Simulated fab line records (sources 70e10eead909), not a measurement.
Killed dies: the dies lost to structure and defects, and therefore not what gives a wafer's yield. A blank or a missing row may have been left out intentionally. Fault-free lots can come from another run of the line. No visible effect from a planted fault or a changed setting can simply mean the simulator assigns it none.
Matching of chambers	flow nandHarc	NHARC_A_WL_FILL_ALD_02 on aldMetal-04 has 4 sister chambers
The step deposits TiN, target thk 2 nm, pulse time 3 s, ald cycles 100. 8 wafers are shown with their chamber, then 8 later ones without.

WAFERS PAIRED WITH THEIR CHAMBERS
wafer	chamber	heaterPowerW (W)	heaterPowerOuterW (W)
L088.6	3	1084	732
L087.4	1	1054	659
L087.5	1	1020	659
L087.6	0	1177	722
L085.4	2	1027	675
L085.5	2	1046	675
L085.6	3	1119	714
L090.2	0	1177	716

WAFERS MISSING THEIR CHAMBER
wafer	heaterPowerW (W)	heaterPowerOuterW (W)
L090.4	1102	698
L090.5	1212	726
L089.1	1194	735
L089.3	1055	676
L089.6	1019	653
L096.2	1191	737
L096.3	1106	724
L096.5	1038	658

THE CHAMBER EACH PASSED THROUGH
wafer	from the rows above	in truth
L090.4	can't be placed: 3 or 2 or 0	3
L090.5	0	0
L089.1	0	0
L089.3	can't be placed: 2 or 1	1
L089.6	1	1
L096.2	0	0
L096.3	3	3
L096.5	1	1
Placed correctly: 6 of 8. Can't be placed from these rows: 2 (the true chamber is among the candidates in 2). 0 placed wrongly.
How it was worked out, from the rows above alone: a wafer's distance from a chamber is the root of the sum, over the readings, of the square of ((its reading less the chamber's mean) divided by the reading's scatter). The wafer belongs to the nearest chamber; if the next one is less than 2 further off, it can't be placed. Each chamber's mean is taken over the wafers shown for it. How the scatter is found: for the shown wafers, subtract from each reading the mean of its chamber, square and add these, divide the total by (wafers less chambers), then take the root.
